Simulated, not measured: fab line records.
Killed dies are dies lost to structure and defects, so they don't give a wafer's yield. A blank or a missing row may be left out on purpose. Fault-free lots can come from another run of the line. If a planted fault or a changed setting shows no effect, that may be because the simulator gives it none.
Split-lot study / flow n5Finfet / 21 wafers read across 7 lots, on a route 1938 steps long

## SPLIT DETAILS
At N5_BEOL_M4_EXPOSE_25 (exposes mask V3, defocus 5 nm), the setting doseMj was moved away from the recipe's 63 on 7 of the 21 wafers read, by -5.4% to +5.8%. The other wafers ran this setting at the recipe's value.

## FROM THE SPLIT TO THE READING: what the file shows between them, 2 steps
- N5_BEOL_M4_PEB_26: peb time 60 s
- N5_BEOL_M4_DEVELOP_27: develop time 30 s

## THE READING
cdNm, in nm, at N5_BEOL_M4_CD_MEAS_28 (target cd 26.2 nm, target cd y 24.1 nm). Typical for fault-free wafers on this fab line: 26.25 nm, with standard deviation 0.23 nm.

wafer=L074.1; tool, chamber at the split=euvScanner-01, 0; doseMj as run=63; against the recipe=recipe; cdNm, nm=26.36; against lot-mates on the recipe=-
wafer=L074.2; tool, chamber at the split=euvScanner-01, 0; doseMj as run=63; against the recipe=recipe; cdNm, nm=26.44; against lot-mates on the recipe=-
wafer=L074.4; tool, chamber at the split=euvScanner-01, 0; doseMj as run=63; against the recipe=recipe; cdNm, nm=26.53; against lot-mates on the recipe=-
wafer=L081.3; tool, chamber at the split=euvScanner-01, 0; doseMj as run=61.02; against the recipe=-3.1%; cdNm, nm=25.66; against lot-mates on the recipe=-0.64
wafer=L081.4; tool, chamber at the split=euvScanner-01, 0; doseMj as run=63; against the recipe=recipe; cdNm, nm=26.30; against lot-mates on the recipe=-
wafer=L081.6; tool, chamber at the split=euvScanner-01, 0; doseMj as run=61.02; against the recipe=-3.1%; cdNm, nm=25.73; against lot-mates on the recipe=-0.57
wafer=L083.1; tool, chamber at the split=euvScanner-01, 0; doseMj as run=63; against the recipe=recipe; cdNm, nm=26.30; against lot-mates on the recipe=-
wafer=L083.5; tool, chamber at the split=euvScanner-01, 0; doseMj as run=66.68; against the recipe=+5.8%; cdNm, nm=27.26; against lot-mates on the recipe=+0.96
wafer=L083.6; tool, chamber at the split=euvScanner-01, 0; doseMj as run=66.68; against the recipe=+5.8%; cdNm, nm=27.26; against lot-mates on the recipe=+0.96
wafer=L091.3; tool, chamber at the split=euvScanner-01, 0; doseMj as run=63; against the recipe=recipe; cdNm, nm=26.19; against lot-mates on the recipe=-
wafer=L091.4; tool, chamber at the split=euvScanner-01, 0; doseMj as run=63; against the recipe=recipe; cdNm, nm=25.97; against lot-mates on the recipe=-
wafer=L091.5; tool, chamber at the split=euvScanner-01, 0; doseMj as run=63; against the recipe=recipe; cdNm, nm=26.65; against lot-mates on the recipe=-
wafer=L092.1; tool, chamber at the split=euvScanner-01, 0; doseMj as run=66.43; against the recipe=+5.4%; cdNm, nm=27.46; against lot-mates on the recipe=+1.05
wafer=L092.3; tool, chamber at the split=euvScanner-01, 0; doseMj as run=63; against the recipe=recipe; cdNm, nm=26.41; against lot-mates on the recipe=-
wafer=L092.4; tool, chamber at the split=euvScanner-01, 0; doseMj as run=66.43; against the recipe=+5.4%; cdNm, nm=27.04; against lot-mates on the recipe=+0.63
wafer=L095.1; tool, chamber at the split=euvScanner-02, 0; doseMj as run=59.61; against the recipe=-5.4%; cdNm, nm=24.96; against lot-mates on the recipe=-1.05
wafer=L095.3; tool, chamber at the split=euvScanner-02, 0; doseMj as run=63; against the recipe=recipe; cdNm, nm=26.01; against lot-mates on the recipe=-
wafer=L095.5; tool, chamber at the split=euvScanner-02, 0; doseMj as run=63; against the recipe=recipe; cdNm, nm=26.02; against lot-mates on the recipe=-
wafer=L097.1; tool, chamber at the split=euvScanner-02, 0; doseMj as run=63; against the recipe=recipe; cdNm, nm=26.40; against lot-mates on the recipe=-
wafer=L097.2; tool, chamber at the split=euvScanner-02, 0; doseMj as run=63; against the recipe=recipe; cdNm, nm=26.28; against lot-mates on the recipe=-
wafer=L097.3; tool, chamber at the split=euvScanner-02, 0; doseMj as run=63; against the recipe=recipe; cdNm, nm=26.57; against lot-mates on the recipe=-

THE FIT
A straight line over all 21 wafers: cdNm changes by +0.186 nm for each +1% of doseMj; r = +0.94; the points scatter about the line by 0.21 nm.
The same after taking each lot's own level away (the mean of its wafers on the recipe; 21 wafers): +0.171 nm for each +1%; r = +0.96; scatter 0.15 nm.
According to that fit, moving doseMj by its largest amount changes the reading by 1 nm.
The lots' own levels span 26.015 to 26.443 nm, that is 1.9 times the standard deviation above.
The two slopes are in agreement: the lot-to-lot level therefore moves the slope only a little.
Check: with one of the wafers moved furthest among these (+5.8%) left out of the fit, the line predicts +0.977 nm for it against its lot-mates. It came out at +0.96 nm against them.

## OTHER SPLITS APPLIED TO THESE WAFERS
Other splits were also applied to these wafers ahead of the reading. Each is held against what the fit with the lots' levels taken away leaves over:
other split on the same wafers=N5_BEOL_M4_COAT_67 spinRpm; wafers away from the commonest value=8; r with cdNm (lot level and that fit taken away)=+0.02

## FILE'S OWN FIT
cdNm changes by +0.173 nm for each +1% of doseMj, r = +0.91.
